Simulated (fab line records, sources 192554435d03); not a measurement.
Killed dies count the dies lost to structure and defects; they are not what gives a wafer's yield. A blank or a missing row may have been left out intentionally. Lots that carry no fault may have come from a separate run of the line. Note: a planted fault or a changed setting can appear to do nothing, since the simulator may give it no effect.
Matching of chambers -- flow n5 finfet -- rie diel-05 running N5_BEOL_M5_ETCH_72: 4 sister chambers
The step etches underlayer in N2/H2, target depth 6.5 nm, time 5.2 s. 8 wafers are shown with their chamber, then 7 later ones without.

== EACH WAFER AND ITS CHAMBER ==
wafer,chamber,throttle valve pct (%),showerhead plenum p Torr (Torr)
L080.2,1,18.24,2.65
L083.2,2,17.95,2.64
L083.3,0,17.60,2.63
L083.6,3,18.12,2.51
L086.3,2,17.96,2.63
L086.4,3,18.11,2.51
L086.5,1,18.23,2.65
L088.1,0,17.60,2.63

== WAFERS WITH NO CHAMBER GIVEN ==
wafer,throttle valve pct (%),showerhead plenum p Torr (Torr)
L088.2,17.97,2.63
L088.5,18.24,2.65
L095.5,18.01,2.63
L095.6,17.64,2.62
L097.2,17.68,2.62
L097.4,17.72,2.50
L097.5,18.29,2.64

== WHICH CHAMBER EACH ONE RAN IN ==
wafer,from the rows above,in truth
L088.2,2,2
L088.5,1,1
L095.5,2,2
L095.6,0,0
L097.2,0,0
L097.4,0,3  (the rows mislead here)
L097.5,1,1
6 of 7 placed correctly. Number that these rows cannot place: 0. 1 placed wrongly.
How it was worked out, from the rows above alone: a wafer's distance from a chamber is the root of the sum, over the readings, of the square of ((its reading less the chamber's mean) divided by the reading's scatter). If the next closest chamber is less than 2 further off than the closest, the wafer can't be placed; otherwise it belongs to the closest. For every chamber, the mean is computed from those of its wafers that are shown. The scatter: take each reading less its chamber's mean, square it, sum over the shown wafers, divide by the number of wafers less the number of chambers, and take the root.
